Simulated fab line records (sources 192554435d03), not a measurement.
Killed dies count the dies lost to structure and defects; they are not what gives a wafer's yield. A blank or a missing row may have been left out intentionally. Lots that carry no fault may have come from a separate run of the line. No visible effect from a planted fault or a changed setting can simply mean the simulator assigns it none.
Which tool did it? + flow n5Finfet + at 1 step of a route of 1938, 12 lots with 36 wafers sampled

WHAT THE GAUGES READ, wafer by wafer
N5_BEOL_M10_CD_MEAS_35 targets a cd of 70 nm.
| lot  | measured     | on       | cdNm (nm)      |
|------|--------------|----------|----------------|
| L076 | day 12 12:26 | cdSem-01 | 69.9 70.4 71.0 |
| L075 | day 13 06:49 | cdSem-02 | 69.7 69.8 70.3 |
| L079 | day 13 13:59 | cdSem-01 | 70.2 69.6 69.9 |
| L081 | day 14 09:52 | cdSem-01 | 70.0 69.9 69.7 |
| L082 | day 14 18:50 | cdSem-03 | 69.0 69.3 70.1 |
| L087 | day 15 01:44 | cdSem-03 | 70.6 70.8 71.0 |
| L086 | day 16 00:33 | cdSem-01 | 71.2 69.5 70.0 |
| L090 | day 16 09:25 | cdSem-01 | 69.2 70.8 69.5 |
| L092 | day 17 01:29 | cdSem-02 | 70.1 69.3 69.4 |
| L093 | day 17 13:10 | cdSem-02 | 70.9 70.4 70.1 |
| L094 | day 17 19:08 | cdSem-01 | 70.0 69.5 70.0 |
| L097 | day 18 03:23 | cdSem-01 | 69.4 70.3 69.8 |

TOOL THAT RAN EACH LOT (tool first, then ch and the chambers of the sampled wafers, then the start)
No process step before these readings appears in the record.

THE ANSWER, worked out from the rows above alone
Rule: the lots themselves supply what counts as usual. Put in order of their means at a reading, lots are off if they are a third of the lots or fewer, leave a main group of 4 or more, and stand apart from it by a gap of 3 or more times the standard deviation of the main group's means; of several such gaps the widest counts. If all means in a main group match to the digits the tables above print for the reading, that group is not used. Also off: a lot with no number at a reading for which 4 or more lots have one. Where the step has rows for the other lots, those lots are counted as sound.
Across all readings shown, no lot is off: no conclusion can be drawn from this.

WHAT THE SIMULATOR PUT IN
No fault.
